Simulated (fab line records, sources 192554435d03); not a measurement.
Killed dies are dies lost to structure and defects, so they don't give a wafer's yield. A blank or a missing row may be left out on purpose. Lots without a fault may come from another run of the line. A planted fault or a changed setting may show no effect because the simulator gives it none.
fab line records | flow n5_finfet
record lots=9 wafers=27 last_day=17
route steps=1938 shown BEOL_M6@1208 PASSIVATION@1936
lots that met no fault: from a run of the same line without faults
start_h: hours from the record's first day to the start of the lot's first wafer shown | wait_h: hours since the lot's step before | " the same as in the row above | L1.1+2: a row that stands for several wafers | - no value, or no start given | * or withheld: withheld | < > ~ a bound
route shown NAME@n: a module of which the file shows steps, and the number in the route of the first | usual: mean/standard deviation of fault-free wafers | same: alike in all rows | chamber/n: place in a boat | sites: the reading at each site | _std_site: their standard deviation | _edge_site: outer sites' mean less inner sites' | radius_mm: how far each site lies from the wafer's centre | mask NAME#n: copy n | behind: the tool/chamber that last shaped the wafer | hold: why the lot was held/for how many hours/how that ended | device: the transistor (n, p or np) that didn't switch | end of line: the same wafers' tests at the end of the route | a step without rows: its recipe alone | killed: dies lost to structure and defects at the first sort, not the wafer's yield | map: a wafer's dies, x killed, . not, _ none there
set.NAME: the setting as run; set.NAME@STEP: as run at that earlier step | model.NAME: the simulator's own value behind a step, which no gauge read
steps of the route over a sample of lots; a table a step, a row a wafer
services: from which hour (start_h, from the record's first day; less than 0 if before it) a tool's chamber was out of use, for how many hours, and why
## steps
# step N5_BEOL_M6_OVL_MEAS_12
# recipe points_per_wafer=44
# usual M6_OVL=-0.6/0.69
# columns lot.wafer tool chamber start_h wait_h M6_OVL[nm]
L363.3 overlay-01 0 172.16 0.0 -1.8
L363.4 " 0 " " -1.3
L363.5 " 0 " " -1.3
L365.2 overlay-01 0 195.06 0.0 -2.1
L365.4 " 0 " " -1.9
L365.6 " 0 " " -1.5
L366.2 overlay-02 0 198.71 0.0 1.0
L366.4 " 0 " " 0.2
L366.5 " 0 " " 1.4
L368.1 overlay-01 0 208.95 0.0 -0.4
L368.2 " 0 " " -0.5
L368.6 " 0 " " -0.7
L370.2 overlay-02 0 225.39 0.0 -0.4
L370.3 " 0 " " -0.9
L370.4 " 0 " " -0.9
L375.4 overlay-02 0 261.55 0.0 -0.9
L375.5 " 0 " " -1.7
L375.6 " 0 " " -0.9
L381.3 overlay-02 0 290.04 0.0 -0.5
L381.5 " 0 " " -0.2
L381.6 " 0 " " -0.3
L383.1 overlay-02 0 293.87 0.0 0.0
L383.5 " 0 " " 0.1
L383.6 " 0 " " 0.1
L386.2 overlay-01 0 324.33 0.0 0.2
L386.3 " 0 " " -0.7
L386.5 " 0 " " -1.1
# step N5_BEOL_M6_DESCUM_16
# recipe chemistry=O2 time_s=7.9 source_power_w=50 bias_power_w=20 pressure_mtorr=20 rf_frequency_hz=2.712e+07 temp_c=40 resist=CAR-ArF o2_flow_sccm=225
# usual bias_power_w=20.01/0.055 chamber_pressure_mTorr=19.998/0.017 drypump_motor_current_A=6.0/0.48 oes_product_au=0.79/0.093 rf_vpp_V=243.5/1.3 showerhead_plenum_p_Torr=2.11/0.071 throttle_valve_pct=20.34/0.27
# columns lot.wafer tool chamber start_h wait_h bias_power_w chamber_pressure_mTorr drypump_motor_current_A oes_product_au rf_hours_counter_h rf_vpp_V showerhead_plenum_p_Torr throttle_valve_pct
L363.3 rie_diel-05 2 172.38 0.2 19.99 19.998 6.6 0.78 - 243.6 2.10 20.41
L363.4 " 3 " " 19.97 19.999 5.5 0.78 - 244.3 2.20 20.55
L363.5 " 3 " " 20.06 19.993 5.5 0.78 - 244.3 2.20 20.55
L365.2 rie_diel-04 2 196.00 0.9 20.08 19.988 5.7 0.95 2 242.9 2.14 19.93
L365.4 " 0 " " 20.03 19.987 6.6 0.70 238 241.9 1.98 20.27
L365.6 " 3 " " 19.99 20.002 5.7 0.72 - 243.9 2.16 20.18
L366.2 rie_diel-04 3 198.79 0.1 20.02 19.989 5.7 0.72 201 245.4 2.16 20.17
L366.4 " 0 " " 20.01 20.012 6.6 0.69 239 241.1 1.98 20.28
L366.5 " 2 " " 20.00 19.974 5.8 0.95 - 244.0 2.14 19.93
L368.1 rie_diel-04 1 209.20 0.2 20.04 20.007 5.7 0.77 144 243.7 2.09 20.65
L368.2 " 2 " " 19.99 20.018 5.8 0.92 8 244.3 2.14 19.92
L368.6 " 1 " " 20.03 20.000 5.7 0.76 - 245.0 2.09 20.67
L370.2 rie_diel-04 3 225.78 0.4 19.98 20.021 5.7 0.70 212 244.5 2.16 20.20
L370.3 " 0 " " 19.88 20.022 6.6 0.68 250 241.1 1.97 20.29
L370.4 " 2 " " 19.99 20.011 5.7 0.91 12 242.9 2.14 19.90
L375.4 rie_diel-05 0 261.60 0.0 19.97 20.019 5.6 0.80 116 242.9 2.01 20.25
L375.5 " 1 " " 20.08 19.989 6.2 0.91 - 244.2 2.14 20.17
L375.6 " 2 " " 19.96 20.000 6.6 0.74 - 243.0 2.08 20.47
L381.3 rie_diel-05 3 290.17 0.1 20.06 20.002 5.5 0.74 169 243.5 2.18 20.62
L381.5 " 2 " " 20.00 20.007 6.6 0.74 - 242.6 2.08 20.48
L381.6 " 1 " " 19.98 20.023 6.3 0.89 - 243.8 2.14 20.18
L383.1 rie_diel-04 2 293.93 0.0 20.04 19.985 5.7 0.85 39 244.1 2.13 19.97
L383.5 " 1 " " 19.91 19.989 5.7 0.73 - 244.1 2.08 20.71
L383.6 " 2 " " 20.01 20.007 5.7 0.85 - 244.3 2.13 19.98
L386.2 rie_diel-05 0 324.56 0.2 20.10 20.003 5.6 0.78 136 241.6 2.01 20.29
L386.3 " 3 " " 20.04 19.971 5.5 0.73 180 244.1 2.18 20.64
L386.5 " 3 " " 19.85 19.996 5.6 0.73 - 244.8 2.18 20.64
# step N5_BEOL_M6_ETCH_62
# recipe chemistry=N2/H2 target=SOC target_depth_a=1100 overetch_a=220 mask_material=SiARC temp_c=40 time_s=165 ion_energy_ev=200 pressure_mtorr=30 source_w=840 bias_w=150 n2_flow_sccm=200 h2_flow_sccm=200
# usual chamber_pressure_mTorr=30.00/0.031 drypump_motor_current_A=6.0/0.48 h2_flow_sccm=200.0/0.63 oes_product_au=0.67/0.073 rf_vpp_V=524.5/2.6 showerhead_plenum_p_Torr=2.56/0.085 throttle_valve_pct=17.71/0.28
# columns lot.wafer tool chamber start_h wait_h chamber_pressure_mTorr drypump_motor_current_A h2_flow_sccm oes_product_au rf_hours_counter_h rf_vpp_V showerhead_plenum_p_Torr throttle_valve_pct
L363.3 rie_diel-05 2 172.57 0.1 30.03 6.6 200.3 0.67 - 523.7 2.55 17.77
L363.4 " 3 " " 29.96 5.5 200.1 0.67 - 526.8 2.66 17.80
L363.5 " 3 " " 30.01 5.6 200.5 0.67 - 526.7 2.66 17.81
L365.2 rie_diel-04 2 196.09 0.0 30.01 5.7 200.8 0.80 2 525.2 2.61 17.31
L365.4 " 0 " " 29.94 6.6 199.6 0.59 238 519.1 2.40 17.71
L365.6 " 3 " " 30.03 5.7 200.0 0.61 - 527.4 2.62 17.57
L366.2 rie_diel-04 3 198.88 0.0 29.99 5.7 200.3 0.61 201 526.3 2.62 17.56
L366.4 " 0 " " 29.97 6.6 199.6 0.59 239 519.9 2.40 17.70
L366.5 " 2 " " 30.03 5.8 200.3 0.79 - 524.2 2.61 17.30
L368.1 rie_diel-04 1 209.29 0.0 30.03 5.7 199.7 0.65 144 523.9 2.54 18.14
L368.2 " 2 " " 29.98 5.8 199.5 0.77 8 524.7 2.60 17.30
L368.6 " 1 " " 30.03 5.7 199.3 0.64 - 524.7 2.54 18.14
L370.2 rie_diel-04 3 225.87 0.0 30.00 5.7 199.5 0.60 212 526.5 2.62 17.60
L370.3 " 0 " " 30.00 6.6 199.9 0.58 250 518.9 2.40 17.71
L370.4 " 2 " " 29.98 5.7 199.9 0.76 12 525.5 2.60 17.32
L375.4 rie_diel-05 0 261.69 0.0 30.00 5.6 200.3 0.68 116 519.5 2.45 17.54
L375.5 " 1 " " 30.01 6.3 199.6 0.77 - 526.1 2.60 17.43
L375.6 " 2 " " 30.04 6.6 200.5 0.63 - 523.5 2.53 17.83
L381.3 rie_diel-05 3 290.26 0.0 29.96 5.6 200.4 0.63 169 526.2 2.64 17.86
L381.5 " 2 " " 30.01 6.6 199.2 0.63 - 525.2 2.53 17.84
L381.6 " 1 " " 29.99 6.3 200.1 0.75 - 524.7 2.59 17.47
L383.1 rie_diel-04 2 294.02 0.0 29.96 5.7 200.0 0.72 39 523.8 2.59 17.36
L383.5 " 1 " " 30.01 5.7 199.8 0.63 - 524.3 2.53 18.20
L383.6 " 2 " " 30.01 5.7 199.3 0.72 - 525.5 2.59 17.37
L386.2 rie_diel-05 0 324.65 0.0 30.08 5.6 200.1 0.66 136 522.6 2.44 17.60
L386.3 " 3 " " 30.02 5.6 201.6 0.63 180 527.3 2.64 17.87
L386.5 " 3 " " 29.97 5.5 200.6 0.63 - 527.3 2.64 17.90
# step N5_BEOL_M6_INSPECT_30
# recipe mode=adi inspect_instrument=brightfield
# usual raw_defect_count=384/83
# columns lot.wafer tool chamber start_h wait_h raw_defect_count
L363.3 defect_inspect-02 - 174.87 0.0 385
L363.4 " - " " 378
L363.5 " - " " 498
L365.2 defect_inspect-02 - 197.18 0.0 326
L365.4 " - " " 289
L365.6 " - " " 355
L366.2 defect_inspect-02 - 199.64 0.0 407
L366.4 " - " " 325
L366.5 " - " " 433
L368.1 defect_inspect-02 - 210.28 0.1 304
L368.2 " - " " 352
L368.6 " - " " 372
L370.2 defect_inspect-02 - 226.63 0.0 298
L370.3 " - " " 431
L370.4 " - " " 289
L375.4 defect_inspect-01 - 262.58 0.0 437
L375.5 " - " " 356
L375.6 " - " " 591
L381.3 defect_inspect-01 - 292.30 0.0 296
L381.5 " - " " 522
L381.6 " - " " 585
L383.1 defect_inspect-01 - 296.20 0.1 1440
L383.5 " - " " 363
L383.6 " - " " 1438
L386.2 defect_inspect-01 - 325.60 0.0 361
L386.3 " - " " 559
L386.5 " - " " 437
# step N5_BEOL_M6_STRIP_80
# recipe chemistry=N2/H2 time_s=10 power_w=450 temp_c=40 pressure_mtorr=20 rf_frequency_hz=6e+07 bias_power_w=7 n2_flow_sccm=200 h2_flow_sccm=200
# usual bias_power_w=6.997/0.021 chamber_pressure_mTorr=20.000/0.018 drypump_motor_current_A=6.0/0.48 h2_flow_sccm=200.1/0.63 oes_product_au=0.80/0.088 rf_vpp_V=59.2/0.83 showerhead_plenum_p_Torr=2.55/0.08 throttle_valve_pct=23.5/0.32
# columns lot.wafer tool chamber start_h wait_h bias_power_w chamber_pressure_mTorr drypump_motor_current_A h2_flow_sccm oes_product_au rf_hours_counter_h rf_vpp_V showerhead_plenum_p_Torr throttle_valve_pct
L363.3 rie_diel-04 1 - - 7.022 19.999 5.7 198.6 0.78 127 58.0 2.55 24.0
L363.4 " 1 " " 6.974 19.996 5.7 200.3 0.78 - 60.2 2.55 24.0
L363.5 " 3 " " 7.002 20.007 5.7 199.9 0.73 - 58.5 2.63 23.2
L365.2 rie_diel-05 2 - - 7.026 19.987 6.6 199.7 0.76 156 59.0 2.54 23.4
L365.4 " 3 " " 6.961 19.965 5.6 199.7 0.78 137 60.2 2.65 23.5
L365.6 " 0 " " 6.999 19.986 5.6 200.0 0.82 - 59.4 2.45 23.1
L366.2 rie_diel-05 0 - - 6.986 19.977 5.6 201.0 0.81 94 59.6 2.45 23.1
L366.4 " 3 " " 7.000 19.983 5.5 201.4 0.77 137 60.3 2.65 23.5
L366.5 " 2 " " 7.018 20.007 6.6 200.2 0.77 - 58.6 2.54 23.4
L368.1 rie_diel-05 3 - - 7.010 20.012 5.5 199.9 0.76 142 59.9 2.65 23.5
L368.2 " 0 " " 7.033 20.014 5.6 200.7 0.81 99 58.9 2.45 23.2
L368.6 " 0 " " 7.048 19.982 5.6 200.4 0.81 - 59.8 2.45 23.2
L370.2 rie_diel-04 3 - - 6.997 20.026 5.7 199.8 0.71 213 59.8 2.62 23.3
L370.3 " 2 " " 6.980 19.991 5.8 198.8 0.91 13 59.8 2.60 23.2
L370.4 " 1 " " 7.033 20.008 5.7 200.4 0.77 - 60.0 2.54 24.0
L375.4 rie_diel-05 0 - - 6.992 20.005 5.6 200.5 0.79 116 59.2 2.44 23.2
L375.5 " 1 " " 6.996 20.015 6.3 199.7 0.90 - 58.4 2.59 23.2
L375.6 " 2 " " 7.016 20.023 6.6 200.0 0.74 - 59.0 2.53 23.5
L381.3 rie_diel-01 1 - - 6.992 20.016 6.6 198.5 0.81 99 61.2 2.56 24.3
L381.5 " 0 " " 7.008 19.998 5.5 199.6 0.82 - 61.5 2.56 24.0
L381.6 " 2 " " 7.019 20.020 6.6 199.4 0.68 - 59.2 2.50 23.6
L383.1 rie_diel-05 3 - - 6.976 20.016 5.5 199.2 0.73 171 59.9 2.64 23.5
L383.5 " 3 " " 7.001 20.014 5.6 200.1 0.75 - 58.6 2.64 23.5
L383.6 " 0 " " 7.008 20.012 5.6 200.2 0.78 - 59.2 2.44 23.2
L386.2 rie_diel-05 3 - - 6.986 20.035 5.6 201.2 0.73 181 59.3 2.63 23.5
L386.3 " 1 " " 7.027 19.971 6.3 200.2 0.87 51 58.1 2.58 23.2
L386.5 " 1 " " 7.009 20.003 6.3 200.9 0.87 - 59.3 2.58 23.2
# step N5_PASSIVATION_PROBE_49
# usual defect_limited_yield=91.3/1.5 killed_at_M0_to_M3=35/10 killed_at_M4_up=13/5.3 killed_at_contacts=12/5.7 killed_at_front_end=39/11 killed_at_other=3.3/2.7 killed_dies=102/18 killed_on_rim=13/4 killed_open=67/13 killed_short=34/7.8 sort_bin_5_function=5.1/1 sort_bin_6_memory=3.3/0.68 sort_n_pass=1078/18 sort_yield_pct=91.3/1.5
# same gross_dies=1180 killed_at_back_side=0 sort_bin_4_leakage[%]=0 sort_bin_8_speed[%]=0
# columns lot.wafer tool chamber start_h wait_h defect_limited_yield[%] killed_at_M0_to_M3 killed_at_M4_up killed_at_contacts killed_at_front_end killed_at_other killed_dies killed_on_rim killed_open killed_short sort_bin_5_function[%] sort_bin_6_memory[%] sort_n_pass sort_yield_pct[%]
L383.1 prober-01 - 375.52 0.0 83.1 37 109 4 47 2 199 31 77 32 10.3 3.9 981 83.1
L383.5 prober-01 - 375.72 0.2 91.4 36 19 7 39 1 102 11 64 37 5.7 2.9 1078 91.4
L383.6 prober-01 - 375.77 0.3 84.7 30 105 7 37 2 181 27 58 35 8.6 4.2 999 84.7
# killed by level:class
L383.1 BEOL_M6:unspecified=90 FIN_SAQP:geometric_particle:open=11 FIN_SAQP:geometric_particle:short=11 STI_FIN_REVEAL:geometric_particle:open=8 BEOL_M0_SAQP:geometric_particle:open=8 BEOL_M2:geometric_particle:open=8 BEOL_M4:geometric_particle:open=8 BEOL_M0_SAQP:geometric_particle:short=7
L383.5 FIN_SAQP:geometric_particle:short=12 BEOL_M0_SAQP:geometric_particle:open=11 BEOL_M1:geometric_particle:open=8 BEOL_M4:geometric_particle:open=8 FIN_SAQP:geometric_particle:open=7 MOL_CONTACT_COAG:geometric_particle:open=7 BEOL_M0_SAQP:geometric_particle:short=7 BEOL_M5:geometric_particle:open=5
L383.6 BEOL_M6:unspecified=88 GATE_CUT:geometric_particle:short=7 MOL_CONTACT_COAG:geometric_particle:open=7 BEOL_M4:geometric_particle:open=7 BEOL_M2:geometric_particle:open=7 BEOL_M0_SAQP:geometric_particle:open=6 FIN_SAQP:geometric_particle:short=5 BEOL_M3:geometric_particle:open=5
## services
# columns tool chamber start_h hours kind
rie_diel-04 1 160.26 9.4 repair
rie_diel-05 1 168.24 - clean
rie_diel-05 1 168.24 - consumable_replace:esc
rie_diel-05 1 168.24 - consumable_replace:focus_ring
rie_diel-05 1 168.24 23.1 scheduled_down
rie_diel-05 1 168.24 23.1 vent_cycle
rie_diel-04 2 175.20 - clean
rie_diel-04 2 175.20 - consumable_replace:focus_ring
rie_diel-04 2 175.20 17.6 scheduled_down
rie_diel-04 2 175.20 17.6 vent_cycle
rie_diel-01 - 182.64 29.3 repair
rie_diel-04 2 210.03 5.3 repair
rie_diel-04 1 217.31 5.0 repair
rie_diel-01 3 221.31 4.5 repair
rie_diel-04 0 226.04 - clean
rie_diel-04 0 226.04 - consumable_replace:focus_ring
rie_diel-04 0 226.04 - consumable_replace:showerhead
rie_diel-01 2 240.16 6.1 repair
rie_diel-04 1 265.61 2.8 repair
rie_diel-04 1 270.86 4.3 repair
rie_diel-04 3 283.85 4.2 repair
rie_diel-01 1 284.52 2.1 repair
rie_diel-04 2 298.45 3.9 repair
rie_diel-01 3 303.05 3.8 repair
## key
first_sign step=N5_BEOL_M6_INSPECT_30 reading=raw_defect_count direction=up sigmas=13 usual=384 struck=1439
effect step=N5_PASSIVATION_PROBE_49 reading=killed_at_M4_up direction=up sigmas=18 usual=13 struck=107
more_kills_born_at N5_BEOL_M6_ETCH_62@rie_diel-04=178
met_at N5_BEOL_M6_ETCH_62
struck_lots L383
struck_wafers L383.1,L383.6
not_acting_at N5_BEOL_M6_OVL_MEAS_12,N5_BEOL_M6_DESCUM_16,N5_BEOL_M6_STRIP_80
onset_between 225.87 294.02
fault kind=chamber_particle_source tool=rie_diel-04 chamber=2 onset_h=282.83 steps=N5_BEOL_M6_ETCH_62 rate_per_visit_cm2=1.6128 end_h=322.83
